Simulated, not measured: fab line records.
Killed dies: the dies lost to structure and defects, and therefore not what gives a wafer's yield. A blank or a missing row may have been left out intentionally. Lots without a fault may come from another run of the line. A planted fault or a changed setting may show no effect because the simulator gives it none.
Struck lot and sound lot, side by side :: flow nand_harc :: 19 steps out of a route of 1159
Sound: these wafers, L670.1, L670.2, L670.4. The struck wafers were L677.3, L677.4, L677.5. The cause is named last.
Order at every step that has rows: each side's tool, ch and its chambers, its first start. Under that, the readings that differ: sound wafers :: struck wafers :: difference of the means :: sigmas: that difference in standard deviations of wafers without a fault.
alike: words and numbers the same on both sides, and readings whose means are apart by under 2 such deviations; not compared: readings that were withheld, readings missing a value for some wafer, numbers with overlapping values and no deviation given by the record, and bounds like >300 which may hide the same value.
A row with sigmas, a row that says differs or no value, or rows on one side alone: a step with any of these is where the two part. Non-overlapping numbers with no deviation appear without sigmas and do not part them. A reading missing from all wafers of one side parts the sides only when that side holds two or more wafers.

NHARC_P_CONTACT_CMP_24: polishes, t overpolish 30 s, target thk 200 nm.
  sound on cmp-01 ch 1,2,3, day 6 14:56; struck on cmp-01 ch 0,1, day 8 07:14
  alike: motor_current_A, overpolish_run_s, time_to_endpoint_s
following that, these wafers have no rows for 1 step: NHARC_P_CONTACT_SRD_26.
NHARC_P_CONTACT_INSPECT_27:
  struck on defect_inspect-01, day 8 07:38; sound on defect_inspect-01, day 6 15:19
  alike: raw_defect_count
then, 8 steps without rows for these wafers: NHARC_P_M0_DEP_00 (deposits SiOC, target thk 150 nm); NHARC_P_M0_DEHYDRATE_01 (time 120 s); NHARC_P_M0_HMDS_02 (time 30 s); NHARC_P_M0_COAT_33 (time 65 s); NHARC_P_M0_COAT_03 (resist thk 90 nm); NHARC_P_M0_SOFTBAKE_04 (time 55 s); NHARC_P_M0_EBR_05; NHARC_P_M0_EXPOSE_06 (exposes mask P M0, target cd 90 nm).
NHARC_P_M0_PEB_07: peb time 65 s.
  sound on litho_track-01 ch 0, day 6 16:08; struck on litho_track-06 ch 0, day 8 08:28
reading: heater_power_total_W (W)
sound: 156.3 156.8 156.9
struck: 160.9 160.1 160.2
difference: +3.7
sigmas: +9
  alike: resist_line_temp_C
then, 1 step without rows for these wafers: NHARC_P_M0_DEVELOP_08 (develop time 35 s).
NHARC_P_M0_CD_MEAS_09: the cd target is 90 nm.
  sound on cd_sem-01 ch 0, day 6 16:13; struck on cd_sem-01 ch 0, day 8 08:32
  alike: cd_nm
NHARC_P_M0_OVL_MEAS_10: pitch 180 nm.
  struck on overlay-01, day 8 08:37; sound on overlay-02, day 6 16:18
reading: overlay_y_nm (nm)
sound: 1.5 2.1 1.9
struck: -0.2 -0.2 -0.1
difference: -2.0
sigmas: -2
  alike: overlay_x_nm
NHARC_P_M0_INSPECT_11:
  struck on defect_inspect-01, day 8 08:40; sound on defect_inspect-01, day 6 16:20
  alike: raw_defect_count
NHARC_P_M0_DESCUM_14: chemistry O2, time 3 s.
  sound on rie_diel-07 ch 0,1,2, day 6 16:24; struck on rie_diel-11 ch 1,2,3, day 8 08:44
  alike: drypump_motor_current_A, oes_product_au, rf_vpp_V, showerhead_plenum_p_Torr, throttle_valve_pct
  not compared: rf_hours_counter_h, model.P_M0.cd_nm
NHARC_P_M0_ETCH_34: etches the open film in N2/H2, target depth 40 nm, overetch 12 nm, time 43.94 s.
  sound on rie_diel-07 ch 0,2,3, day 6 16:29; struck on rie_diel-11 ch 0,1,2, day 8 08:49
  alike: drypump_motor_current_A, h2_flow_sccm, oes_product_au, rf_vpp_V, showerhead_plenum_p_Torr, throttle_valve_pct
  not compared: rf_hours_counter_h
NHARC_END_SORT_01:
  the record has rows for the sound wafers here (prober-02 ch 0, day 20 12:25) and none for the struck ones

## WHERE THEY PART
Last at NHARC_END_SORT_01 as far as this record goes, first at NHARC_P_M0_PEB_07.

WHY: whatever the simulator had introduced
Drift in process parameters on litho_track-06 at NHARC_P_M0_PEB_07, starting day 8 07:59. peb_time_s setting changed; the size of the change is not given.
